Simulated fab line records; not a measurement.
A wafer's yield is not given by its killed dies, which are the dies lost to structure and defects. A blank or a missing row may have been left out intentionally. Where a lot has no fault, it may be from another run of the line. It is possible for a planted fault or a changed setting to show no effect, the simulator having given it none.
fab line records ; flow n5-finfet
record: lots: 7; wafers: 39
route steps=1938 shown PMOS_HMC_CHANNEL_EPI@78 FIN_SAQP@143 DUMMY_GATE@246 HKMG_FIN@406 MOL_CONTACT_COAG@551
start-h: hours from the record's opening day to when the first of the lot's shown wafers began ; wait-h: hours elapsed since this lot's preceding step ; " the same as in the row above ; L1.1+2: a single row standing in for several wafers ; - no value present, or no start provided ; * or withheld: withheld ; < > ~ a bound
route shown NAME@n: names a module that has steps shown in the file, with the first one's number in the route ; usual: mean and standard deviation over wafers with no fault ; same: alike in all rows ; chamber/n: place in a boat ; sites: the reading at each site ; _std_site: standard deviation of those values ; _edge_site: mean of outer sites minus mean of inner sites ; radius-mm: for every site, how far away it sits from the centre of the wafer ; mask NAME#n: copy n ; behind: the most recent tool/chamber to have shaped the wafer ; hold: why the lot went on hold/how many hours it stayed there/how the hold came to an end ; device: whichever transistor did not switch (one of n, p or np) ; end of line: the tests these same wafers got at the end of their route ; where a step has no rows: the recipe by itself ; killed: count of dies lost to structure and defects at first sort (not the wafer's yield) ; map: per-die view of a wafer (x killed, . not killed, _ where there is no die)
set.NAME: setting as actually run; set.NAME@STEP: the setting as run at that earlier step ; model.NAME: the simulator's own value behind a step, which no gauge read
one table per step and one row per wafer, for lots whose settings were changed on purpose
== steps ==
step: N5_PMOS_HMC_CHANNEL_EPI_EPI_20
recipe: material: SiGe30; mask-material: SiO2; pressure-torr: 20; target-thk-a: 590; temp-c: 600
lot.wafer;tool;chamber;start-h;wait-h;set.pressure-torr;model.SiGe30_of_PMOS_HMC_CHANNEL_EPI_EPI_20.thk-nm
L077.1;epi-rpcvd-03;0;36.31;0.0;20;60.17
L077.2;epi-rpcvd-03;0;36.31;0.0;20;59.27
L077.3;epi-rpcvd-03;0;36.31;0.0;20;59.15
L077.4+5;epi-rpcvd-03;0;36.31;0.0;20;59.86
L077.6;epi-rpcvd-03;0;36.31;0.0;20;60.49
L079.1;epi-rpcvd-01;0;49.01;0.0;20;58.93
L079.2;epi-rpcvd-01;0;49.01;0.0;20;58.34
L079.3;epi-rpcvd-01;0;49.01;0.0;20;58.23
L079.4;epi-rpcvd-01;0;49.01;0.0;20;58.69
L079.5;epi-rpcvd-01;0;49.01;0.0;20;59.15
L079.6;epi-rpcvd-01;0;49.01;0.0;20;58.74
L083.1;epi-rpcvd-03;0;72.92;0.0;20;59.65
L083.3;epi-rpcvd-03;0;72.92;0.0;20;58.97
L083.5;epi-rpcvd-03;0;72.92;0.0;20;60.13
L087.1;epi-rpcvd-01;0;96.75;0.0;20;59.37
L087.2;epi-rpcvd-01;0;96.75;0.0;20;59.19
L087.3;epi-rpcvd-01;0;96.75;0.0;20;58.73
L087.4;epi-rpcvd-01;0;96.75;0.0;20;59.2
L087.5;epi-rpcvd-01;0;96.75;0.0;20;59.39
L087.6;epi-rpcvd-01;0;96.75;0.0;20;58.62
L089.1;epi-rpcvd-03;0;108.13;0.0;22.35;61.66
L089.2;epi-rpcvd-03;0;108.13;0.0;22.35;62.37
L089.3;epi-rpcvd-03;0;108.13;0.0;22.35;61.7
L089.4;epi-rpcvd-03;0;108.13;0.0;22.35;62.19
L089.5;epi-rpcvd-03;0;108.13;0.0;22.35;61.58
L089.6;epi-rpcvd-03;0;108.13;0.0;22.35;61.67
L092.1;epi-rpcvd-01;0;126.30;0.0;16.95;55.65
L092.2;epi-rpcvd-01;0;126.30;0.0;16.95;55.01
L092.3;epi-rpcvd-01;0;126.30;0.0;16.95;54.89
L092.4;epi-rpcvd-01;0;126.30;0.0;16.95;55.27
L092.5;epi-rpcvd-01;0;126.30;0.0;16.95;55.3
L092.6;epi-rpcvd-01;0;126.30;0.0;16.95;54.73
L095.1;epi-rpcvd-02;0;143.95;0.0;17.03;56.18
L095.2;epi-rpcvd-02;0;143.95;0.0;17.03;54.92
L095.3;epi-rpcvd-02;0;143.95;0.0;17.03;56.42
L095.4;epi-rpcvd-02;0;143.95;0.0;17.03;55.92
L095.5;epi-rpcvd-02;0;143.95;0.0;17.03;55.2
L095.6;epi-rpcvd-02;0;143.95;0.0;17.03;54.99
step: N5_FIN_SAQP_ETCH_34
recipe: chemistry: C4F6/O2; target: SiO2; target-depth-a: 450; time-s: 15; ion-energy-ev: 250; pressure-mtorr: 30; source-w: 345; bias-w: 185; Ar_flow_sccm: 300; C4F6_flow_sccm: 10; O2_flow_sccm: 10; ends: cleared
usual: rf-vpp-V: 673/12
lot.wafer;tool;chamber;start-h;wait-h;set.source-w;rf-vpp-V
L077.1;rie-diel-01;1;45.19;0.0;345;671
L077.2;rie-diel-01;0;45.19;0.0;345;654
L077.3;rie-diel-01;3;45.19;0.0;345;666
L077.4;rie-diel-01;2;45.19;0.0;345;664
L077.5;rie-diel-01;2;45.19;0.0;345;665
L077.6;rie-diel-01;3;45.19;0.0;345;665
L079.1;rie-diel-03;2;58.26;0.0;372.7;646
L079.2;rie-diel-03;3;58.26;0.0;345;664
L079.3;rie-diel-03;1;58.26;0.0;372.7;646
L079.4;rie-diel-03;0;58.26;0.0;345;668
L079.5;rie-diel-03;3;58.26;0.0;372.7;638
L079.6;rie-diel-03;0;58.26;0.0;345;667
L083.1;rie-diel-04;3;83.38;0.0;345;689
L083.3;rie-diel-04;0;83.38;0.0;345;662
L083.5;rie-diel-04;0;83.38;0.0;345;661
L087.1;rie-diel-01;3;105.28;0.0;345;665
L087.2;rie-diel-01;2;105.28;0.0;345;664
L087.3;rie-diel-01;1;105.28;0.0;345;673
L087.4;rie-diel-01;3;105.28;0.0;345;664
L087.5;rie-diel-01;1;105.28;0.0;345;673
L087.6;rie-diel-01;2;105.28;0.0;345;664
L089.1;rie-diel-03;1;116.19;0.0;345;670
L089.2;rie-diel-03;0;116.19;0.0;345;665
L089.3;rie-diel-03;2;116.19;0.0;345;673
L089.4;rie-diel-03;3;116.19;0.0;345;663
L089.5;rie-diel-03;0;116.19;0.0;345;665
L089.6;rie-diel-03;1;116.19;0.0;345;670
L092.1;rie-diel-01;2;134.73;0.0;374.1;636
L092.2;rie-diel-01;1;134.73;0.0;345;672
L092.3;rie-diel-01;0;134.73;0.0;374.1;625
L092.4;rie-diel-01;3;134.73;0.0;345;665
L092.5;rie-diel-01;0;134.73;0.0;345;653
L092.6;rie-diel-01;3;134.73;0.0;374.1;638
L095.1;rie-diel-03;3;151.32;0.0;396.1;618
L095.2;rie-diel-03;0;151.32;0.0;345;666
L095.3;rie-diel-03;2;151.32;0.0;345;671
L095.4;rie-diel-03;1;151.32;0.0;396.1;623
L095.5;rie-diel-03;0;151.32;0.0;345;666
L095.6;rie-diel-03;1;151.32;0.0;396.1;624
step: N5_DUMMY_GATE_ETCH_32
recipe: chemistry: CF4; target: SiO2; target-depth-a: 35; time-s: 3.9; ion-energy-ev: 350; pressure-mtorr: 10; icp-w: 800; bias-w: 400; cf4-flow-sccm: 80
lot.wafer;tool;chamber;start-h;wait-h;set.time-s;model.etch.depth-nm
L077.1;rie-si-06;1;65.37;0.1;3.9;3.467
L077.2;rie-si-06;2;65.37;0.1;3.9;3.453
L077.3;rie-si-06;0;65.37;0.1;3.9;3.404
L077.4;rie-si-06;3;65.37;0.1;3.9;3.479
L077.5;rie-si-06;2;65.37;0.1;3.9;3.462
L077.6;rie-si-06;1;65.37;0.1;3.9;3.49
L079.1;rie-si-02;1;79.98;0.1;3.9;3.565
L079.2;rie-si-02;0;79.98;0.1;3.206;2.918
L079.3;rie-si-02;2;79.98;0.1;3.9;3.602
L079.4;rie-si-02;3;79.98;0.1;3.9;3.5
L079.5;rie-si-02;3;79.98;0.1;3.206;2.867
L079.6;rie-si-02;0;79.98;0.1;3.206;2.906
L083.1;rie-si-06;3;105.78;0.1;3.9;3.536
L083.3;rie-si-06;2;105.78;0.1;3.9;3.448
L083.5;rie-si-06;3;105.78;0.1;3.9;3.508
L087.1;rie-si-02;3;128.59;0.1;3.9;3.487
L087.2;rie-si-02;2;128.59;0.1;4.594;4.231
L087.3;rie-si-02;0;128.59;0.1;3.9;3.495
L087.4;rie-si-02;1;128.59;0.1;4.594;4.149
L087.5;rie-si-02;1;128.59;0.1;3.9;3.468
L087.6;rie-si-02;0;128.59;0.1;4.594;4.088
L089.1;rie-si-02;2;136.34;0.1;3.123;2.87
L089.2;rie-si-02;3;136.34;0.1;3.9;3.468
L089.3;rie-si-02;0;136.34;0.1;3.123;2.804
L089.4;rie-si-02;1;136.34;0.1;3.9;3.487
L089.5;rie-si-02;2;136.34;0.1;3.9;3.568
L089.6;rie-si-02;3;136.34;0.1;3.123;2.772
L092.1;rie-si-06;3;155.31;0.1;3.9;3.477
L092.2;rie-si-06;0;155.31;0.1;3.274;2.868
L092.3;rie-si-06;2;155.31;0.1;3.9;3.444
L092.4;rie-si-06;1;155.31;0.1;3.274;2.929
L092.5;rie-si-06;1;155.31;0.1;3.9;3.469
L092.6;rie-si-06;0;155.31;0.1;3.274;2.86
L095.1;rie-si-02;1;173.60;0.1;3.9;3.516
L095.2;rie-si-02;2;173.60;0.1;3.9;3.61
L095.3;rie-si-02;3;173.60;0.1;4.734;4.219
L095.4;rie-si-02;0;173.60;0.1;4.734;4.241
L095.5;rie-si-02;0;173.60;0.1;4.734;4.232
L095.6;rie-si-02;1;173.60;0.1;3.9;3.502
step: N5_HKMG_FIN_ETCH_58
recipe: chemistry: N2/H2; target: SOC; target-depth-a: 2158; ion-energy-ev: 50; bias-w: 13; time-s: 741; pressure-mtorr: 30; source-w: 875; n2-flow-sccm: 200; h2-flow-sccm: 200
usual: rf-vpp-V: 99.0/0.88
lot.wafer;tool;chamber;start-h;wait-h;set.source-w;rf-vpp-V;model.SOC_of_HKMG_FIN_COAT_41.thk-nm;model.etch.depth-nm;model.HKMG_FIN.feature-depth-nm
L077.1;rie-diel-03;1;90.56;0.0;875;98.8;92.2;208.1;208
L077.2;rie-diel-03;0;90.56;0.0;875;98.7;91.6;207.8;207.8
L077.3;rie-diel-03;2;90.56;0.0;875;97.5;83.6;215.4;215.4
L077.4;rie-diel-03;0;90.56;0.0;875;98.4;91.2;210;210
L077.5;rie-diel-03;2;90.56;0.0;875;99.3;86;213.4;213.4
L077.6;rie-diel-03;1;90.56;0.0;875;100.3;90.6;209.4;209.4
L079.1;rie-diel-01;2;106.87;0.0;1005;93.0;63.4;238.7;238.6
L079.2;rie-diel-01;1;106.87;0.0;1005;93.6;55;246.3;246.2
L079.3;rie-diel-01;3;106.87;0.0;875;99.3;82.4;219.1;219
L079.4;rie-diel-01;3;106.87;0.0;875;100.0;83.2;218.7;218.8
L079.5;rie-diel-01;1;106.87;0.0;1005;94.1;54.8;246.3;246.2
L079.6;rie-diel-01;2;106.87;0.0;875;99.2;85.6;215.8;215.8
L083.1;rie-diel-03;2;130.12;0.0;875;98.9;86.4;213.9;213.8
L083.3;rie-diel-03;1;130.12;0.0;875;100.2;89.4;210.9;210.8
L083.5;rie-diel-03;3;130.12;0.0;875;98.9;90;209.8;209.8
L087.1;rie-diel-04;1;153.23;0.0;928.4;98.3;91.8;209.7;209.8
L087.2;rie-diel-04;3;153.23;0.0;875;99.1;90.4;210.9;210.8
L087.3;rie-diel-04;0;153.23;0.0;875;98.8;90;211.4;211.4
L087.4;rie-diel-04;1;153.23;0.0;928.4;98.2;89;212;212
L087.5;rie-diel-04;3;153.23;0.0;928.4;96.8;80.6;220.2;220.2
L087.6;rie-diel-04;0;153.23;0.0;875;100.3;89.8;211.4;211.4
L089.1;rie-diel-01;1;165.20;0.0;1001;93.9;55.8;243.8;243.8
L089.2;rie-diel-01;0;165.20;0.0;875;100.0;90.4;209.8;209.8
L089.3;rie-diel-01;3;165.20;0.0;875;98.7;76.4;222.6;222.6
L089.4;rie-diel-01;2;165.20;0.0;875;99.8;87;212.4;212.4
L089.5;rie-diel-01;3;165.20;0.0;1001;94.1;51.2;247.6;247.6
L089.6;rie-diel-01;0;165.20;0.0;1001;94.7;66.4;232.8;232.8
L092.1;rie-diel-03;0;183.00;0.0;875;99.5;90.8;208.9;208.8
L092.2;rie-diel-03;3;183.00;0.0;875;99.3;90.8;209.3;209.4
L092.3;rie-diel-03;2;183.00;0.0;985.9;97.0;63;237.5;237.4
L092.4;rie-diel-03;3;183.00;0.0;985.9;95.7;68.8;231.8;231.8
L092.5;rie-diel-03;0;183.00;0.0;985.9;95.8;70;231.3;231.4
L092.6;rie-diel-03;2;183.00;0.0;875;98.3;85.8;214.4;214.4
L095.1;rie-diel-03;3;199.49;0.0;875;99.9;90.8;210;210
L095.2;rie-diel-03;0;199.49;0.0;875;98.6;91.6;209.2;209.2
L095.3;rie-diel-03;2;199.49;0.0;1003;94.2;57.8;242.3;242.4
L095.4;rie-diel-03;3;199.49;0.0;875;100.7;91.4;208.9;209
L095.5;rie-diel-03;0;199.49;0.0;1003;93.7;66;234.6;234.6
L095.6;rie-diel-03;2;199.49;0.0;1003;93.9;58.2;242.6;242.6
step: N5_MOL_CONTACT_COAG_SPUTTER_130
recipe: material: Co; target-thk-a: 475; temp-c: 25; chamber-pressure-pa: 0.5; power-w: 3000
lot.wafer;tool;chamber;start-h;wait-h;set.power-w;model.Co_of_MOL_CONTACT_COAG_SPUTTER_130.thk-nm
L077.1;pvd-sputter-02;-;113.54;0.0;3366;53
L077.2;pvd-sputter-02;-;113.54;0.0;3000;48.6
L077.3;pvd-sputter-02;-;113.54;0.0;3366;53.4
L077.4;pvd-sputter-02;-;113.54;0.0;3366;53.6
L077.5;pvd-sputter-02;-;113.54;0.0;3000;47.6
L077.6;pvd-sputter-02;-;113.54;0.0;3000;47.8
L079.1;pvd-sputter-01;-;128.97;0.0;3000;46.4
L079.2;pvd-sputter-01;-;128.97;0.0;3000;45.8
L079.3;pvd-sputter-01;-;128.97;0.0;3000;46.6
L079.4+6;pvd-sputter-01;-;128.97;0.0;3000;46.2
L079.5;pvd-sputter-01;-;128.97;0.0;3000;46
L083.1+5;pvd-sputter-01;-;151.32;0.0;3000;47.6
L083.3;pvd-sputter-01;-;151.32;0.0;3000;47.2
L087.1+5;pvd-sputter-01;-;177.36;0.0;3000;47.4
L087.2;pvd-sputter-01;-;177.36;0.0;3000;48.2
L087.3;pvd-sputter-01;-;177.36;0.0;3000;48.4
L087.4;pvd-sputter-01;-;177.36;0.0;3000;47.6
L087.6;pvd-sputter-01;-;177.36;0.0;3000;48
L089.1+6;pvd-sputter-01;-;187.90;0.0;3384;53
L089.2;pvd-sputter-01;-;187.90;0.0;3000;47.4
L089.3+5;pvd-sputter-01;-;187.90;0.0;3000;47
L089.4;pvd-sputter-01;-;187.90;0.0;3384;52.8
L092.1+5;pvd-sputter-02;-;205.38;0.0;3000;48
L092.2;pvd-sputter-02;-;205.38;0.0;3000;48.6
L092.3;pvd-sputter-02;-;205.38;0.0;3000;48.2
L092.4;pvd-sputter-02;-;205.38;0.0;3000;47.6
L092.6;pvd-sputter-02;-;205.38;0.0;3000;48.8
L095.1;pvd-sputter-01;-;223.24;0.0;3325;53.4
L095.2;pvd-sputter-01;-;223.24;0.0;3000;47.8
L095.3;pvd-sputter-01;-;223.24;0.0;3325;52.8
L095.4;pvd-sputter-01;-;223.24;0.0;3325;52.4
L095.5;pvd-sputter-01;-;223.24;0.0;3000;48
L095.6;pvd-sputter-01;-;223.24;0.0;3000;47.4
== key ==
split: step: N5_PMOS_HMC_CHANNEL_EPI_EPI_20; setting: pressure-torr; stated: 20; by: lot
response: step: N5_PMOS_HMC_CHANNEL_EPI_EPI_20; reading: model.SiGe30_of_PMOS_HMC_CHANNEL_EPI_EPI_20.thk-nm; change: +0.247; per: 1%; r: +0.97
split: step: N5_FIN_SAQP_ETCH_34; setting: source-w; stated: 345; by: wafer
response: step: N5_FIN_SAQP_ETCH_34; reading: rf-vpp-V; change: -3.14; per: 1%; r: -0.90
split: step: N5_DUMMY_GATE_ETCH_32; setting: time-s; stated: 3.9; by: wafer
response: step: N5_DUMMY_GATE_ETCH_32; reading: model.etch.depth-nm; change: +0.0352; per: 1%; r: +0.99
split: step: N5_HKMG_FIN_ETCH_58; setting: source-w; stated: 875; by: wafer
response: step: N5_HKMG_FIN_ETCH_58; reading: rf-vpp-V; change: -0.352; per: 1%; r: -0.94
response: step: N5_HKMG_FIN_ETCH_58; reading: model.SOC_of_HKMG_FIN_COAT_41.thk-nm; change: -1.8; per: 1%; r: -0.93
response: step: N5_HKMG_FIN_ETCH_58; reading: model.etch.depth-nm; change: +1.8; per: 1%; r: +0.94
response: step: N5_HKMG_FIN_ETCH_58; reading: model.HKMG_FIN.feature-depth-nm; change: +1.8; per: 1%; r: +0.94
split: step: N5_MOL_CONTACT_COAG_SPUTTER_130; setting: power-w; stated: 3000; by: wafer
response: step: N5_MOL_CONTACT_COAG_SPUTTER_130; reading: model.Co_of_MOL_CONTACT_COAG_SPUTTER_130.thk-nm; change: +0.453; per: 1%; r: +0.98
